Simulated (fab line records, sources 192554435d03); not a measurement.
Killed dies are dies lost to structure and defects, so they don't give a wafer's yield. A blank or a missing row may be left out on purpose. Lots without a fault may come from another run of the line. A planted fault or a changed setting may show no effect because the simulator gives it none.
Chamber matching | flow n5_finfet | N5_GATE_CUT_ETCH_58 on rie_diel-02: 4 sister chambers
The step etches SiNx in CH3F/O2, target depth 17 nm, time 128.6 s. 8 wafers are shown with their chamber, then 8 later ones without.

WAFERS WITH THEIR CHAMBER
wafer  | chamber | showerhead_plenum_p_Torr (Torr) | throttle_valve_pct (%)
L079.4 | 3       | 1.92                            | 16.5
L083.3 | 2       | 1.96                            | 16.7
L083.5 | 0       | 1.97                            | 16.1
L083.6 | 1       | 1.92                            | 16.7
L087.1 | 3       | 1.91                            | 16.5
L087.2 | 0       | 1.96                            | 16.1
L087.3 | 1       | 1.92                            | 16.8
L088.1 | 2       | 1.96                            | 16.3

WAFERS WITHOUT THEIR CHAMBER
wafer  | showerhead_plenum_p_Torr (Torr) | throttle_valve_pct (%)
L088.4 | 1.92                            | 16.8
L088.6 | 1.96                            | 16.2
L095.2 | 1.96                            | 16.1
L095.3 | 1.96                            | 16.3
L095.4 | 1.91                            | 16.8
L092.4 | 1.91                            | 16.8
L092.5 | 1.91                            | 16.8
L092.6 | 1.96                            | 16.3

WHICH CHAMBER EACH WENT THROUGH
wafer  | from the rows above     | in truth
L088.4 | can't be placed: 1 or 3 | 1
L088.6 | can't be placed: 0 or 2 | 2
L095.2 | can't be placed: 0 or 2 | 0
L095.3 | can't be placed: 2 or 0 | 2
L095.4 | can't be placed: 1 or 3 | 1
L092.4 | can't be placed: 1 or 3 | 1
L092.5 | can't be placed: 1 or 3 | 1
L092.6 | can't be placed: 2 or 0 | 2
Placed correctly: 0 of 8. Can't be placed from these rows: 8 (the true chamber is among the candidates in 8). Placed wrongly: 0.
How it was worked out, from the rows above alone: a wafer's distance from a chamber is the root of the sum, over the readings, of the square of ((its reading less the chamber's mean) divided by the reading's scatter). The wafer belongs to the nearest chamber; if the next one is less than 2 further off, it can't be placed. A chamber's mean is the mean of its shown wafers. The scatter: the root of (the sum of the squares of (reading less its chamber's mean) over the shown wafers, divided by (wafers less chambers)).
